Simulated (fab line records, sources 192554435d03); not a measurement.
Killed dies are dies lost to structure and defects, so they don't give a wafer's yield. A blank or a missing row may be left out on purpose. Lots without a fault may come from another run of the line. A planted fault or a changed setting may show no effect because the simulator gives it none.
One fault seen from 2 desks | flow n5_finfet | each desk has only its own numbers; what lay behind them comes last

THE TOOL OWNER'S DESK: pecvd-03
The tool's own readings at N5_BEOL_M6_ILD_DEP_00 (deposits SiCOH lowk from DEMS/porogen, target thk 179.75 nm, time 33.4 s): means of the sampled wafers that have a number, for each lot that ran on this tool. A lot is out of limits, marked OUT, if its mean lies more than 4 standard deviations from the usual mean; the brackets give that distance.
Columns: A = heater_power_w at N5_BEOL_M6_ILD_DEP_00, usual 297 W; B = showerhead_plenum_p_Torr at N5_BEOL_M6_ILD_DEP_00, usual 5.746 Torr; C = throttle_valve_pct at N5_BEOL_M6_ILD_DEP_00, usual 14.2 %
lot  | first seen here | A   | B     | C
L822 | day 8 18:10     | 273 | 5.749 | 13.8
L831 | day 11 03:55    | 276 | 5.744 | 14.8
L832 | day 11 13:02    | 309 | 5.745 | 14.8
This desk's finding: nothing out of limits on any of the 3 lots.

THE METROLOGY DESK
What the gauges read, lot by lot, whatever tool the lot ran on: means of the sampled wafers that have a number. A lot is out of limits, marked OUT, if its mean lies more than 4 standard deviations from the usual mean; the brackets give that distance.
Columns: A = M6_ILD_THK at N5_BEOL_M6_THK_MEAS_01, usual 155.2 nm
lot  | first seen here | A
L822 | day 8 18:45     | 154.2
L823 | day 9 08:29     | 153.6
L825 | day 9 10:06     | 155.2
L831 | day 11 04:29    | 164.6 (+4.7) OUT
L832 | day 11 13:37    | 161.0
L834 | day 11 17:15    | 155.8
L835 | day 12 02:28    | 152.5
L836 | day 12 07:22    | 152.7
L840 | day 13 20:02    | 155.4
L841 | day 13 22:52    | 156.5
L843 | day 14 01:14    | 152.9
L844 | day 14 01:20    | 157.4
This desk's finding: out of limits on L831; first on L831, day 11 04:29 (M6_ILD_THK at N5_BEOL_M6_THK_MEAS_01). In limits: L822, L823, L825, L832, L834, L835, L836, L840, L841, L843, L844.

PUT TOGETHER
The metrology desk could have raised an alarm at day 11 04:29, on L831.
The tool owner's desk saw nothing out of limits.
The tool owner's desk has L831 on record, within its limits.
Of the lots named, all ran N5_BEOL_M6_ILD_DEP_00 on pecvd-03.

WHAT THE SIMULATOR HAD PUT IN
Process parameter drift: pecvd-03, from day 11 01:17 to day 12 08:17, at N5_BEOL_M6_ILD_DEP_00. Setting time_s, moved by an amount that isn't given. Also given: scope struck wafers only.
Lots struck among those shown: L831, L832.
Hours from the fault's start to each desk's first reading out of limits: the metrology desk, 3.
